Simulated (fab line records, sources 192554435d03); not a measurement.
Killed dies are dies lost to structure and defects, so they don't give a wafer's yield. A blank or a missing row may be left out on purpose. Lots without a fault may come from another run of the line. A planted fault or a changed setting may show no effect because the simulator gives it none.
One fault seen from 3 desks | flow n5_finfet | each desk has only its own numbers; what lay behind them comes last

THE TOOL OWNER'S DESK: rie_si-05
The tool's own readings at N5_FIN_SAQP_MANDREL_ETCH_22 (etches a-Si in HBr/Cl2, stops on SiNx, target depth 60 nm, bt time 10 s, time 30 s): means of the sampled wafers that have a number, for each lot that ran on this tool. A lot is out of limits, marked OUT, if its mean lies more than 4 standard deviations from the usual mean; the brackets give that distance.
Columns: A = bias_w at N5_FIN_SAQP_MANDREL_ETCH_22, usual 75.04 W; B = drypump_motor_current_A at N5_FIN_SAQP_MANDREL_ETCH_22, usual 5.8 A; C = oes_product_au at N5_FIN_SAQP_MANDREL_ETCH_22, usual 0.772 a.u.; D = throttle_valve_pct at N5_FIN_SAQP_MANDREL_ETCH_22, usual 35.4 %
lot  | first seen here | A     | B   | C     | D
L807 | day 3 10:28     | 74.84 | 6.0 | 0.777 | 35.3
L811 | day 4 10:42     | 74.98 | 5.1 | 0.792 | 35.2
L817 | day 6 00:16     | 75.03 | 5.9 | 0.790 | 35.7
This desk's finding: nothing out of limits on any of the 3 lots.

THE METROLOGY DESK
What the gauges read, lot by lot, whatever tool the lot ran on: means of the sampled wafers that have a number. A lot is out of limits, marked OUT, if its mean lies more than 4 standard deviations from the usual mean; the brackets give that distance. Of its 10 readings 7 are shown: those that lie furthest out on some lot.
Columns: A = DIBL_N at N5_BEOL_M4_RC_MEAS_101, usual 35.8 mV/V; B = DIBL_P at N5_BEOL_M4_RC_MEAS_101, usual 35.3 mV/V; C = IOFF_P at N5_BEOL_M4_RC_MEAS_101, usual 0.194 nA/um; D = ION_N at N5_BEOL_M4_RC_MEAS_101, usual 667 uA/um; E = ION_P at N5_BEOL_M4_RC_MEAS_101, usual 456 uA/um; F = SS_N at N5_BEOL_M4_RC_MEAS_101, usual 71.4 mV/dec; G = VT_P at N5_BEOL_M4_RC_MEAS_101, usual -252 mV
lot  | first seen here | A    | B    | C     | D   | E   | F    | G
L801 | day 9 17:53     | 34.9 | 35.1 | 0.173 | 667 | 458 | 71.4 | -255
L802 | day 11 02:30    | 37.1 | 36.1 | 0.205 | 656 | 444 | 72.6 | -252
L805 | day 11 04:16    | 36.3 | 35.3 | 0.189 | 673 | 457 | 71.1 | -250
L806 | day 11 08:04    | 33.3 | 32.5 | 0.147 | 658 | 448 | 70.7 | -255
L807 | day 11 20:26    | 35.0 | 34.3 | 0.161 | 649 | 448 | 70.8 | -257
L811 | day 12 12:49    | 35.4 | 33.9 | 0.183 | 666 | 455 | 70.8 | -252
L817 | day 14 01:35    | 35.3 | 34.6 | 0.192 | 659 | 454 | 71.5 | -250
L821 | day 15 02:43    | 33.5 | 32.6 | 0.156 | 656 | 450 | 70.8 | -255
L824 | day 15 13:35    | 35.5 | 35.5 | 0.164 | 666 | 451 | 71.6 | -256
This desk's finding: nothing out of limits on any of the 9 lots.

THE DEFECT DESK
What the inspections along the route counted, lot by lot: means of the sampled wafers that have a number. A lot is out of limits, marked OUT, if its mean lies more than 4 standard deviations from the usual mean; the brackets give that distance.
Columns: A = raw_defect_count at N5_FIN_SAQP_INSPECT_18, usual 438
lot  | first seen here | A
L801 | day 1 23:16     | 531
L802 | day 2 03:55     | 335
L805 | day 2 22:26     | 913
L806 | day 3 04:32     | 412
L807 | day 3 10:10     | 456
L811 | day 4 10:21     | 256
L817 | day 5 23:58     | 462
L821 | day 6 21:27     | 431
L824 | day 7 16:02     | 409
This desk's finding: nothing out of limits on any of the 9 lots.

PUT TOGETHER
The tool owner's desk saw nothing out of limits.
The metrology desk saw nothing out of limits.
The defect desk saw nothing out of limits.

WHAT THE SIMULATOR HAD PUT IN
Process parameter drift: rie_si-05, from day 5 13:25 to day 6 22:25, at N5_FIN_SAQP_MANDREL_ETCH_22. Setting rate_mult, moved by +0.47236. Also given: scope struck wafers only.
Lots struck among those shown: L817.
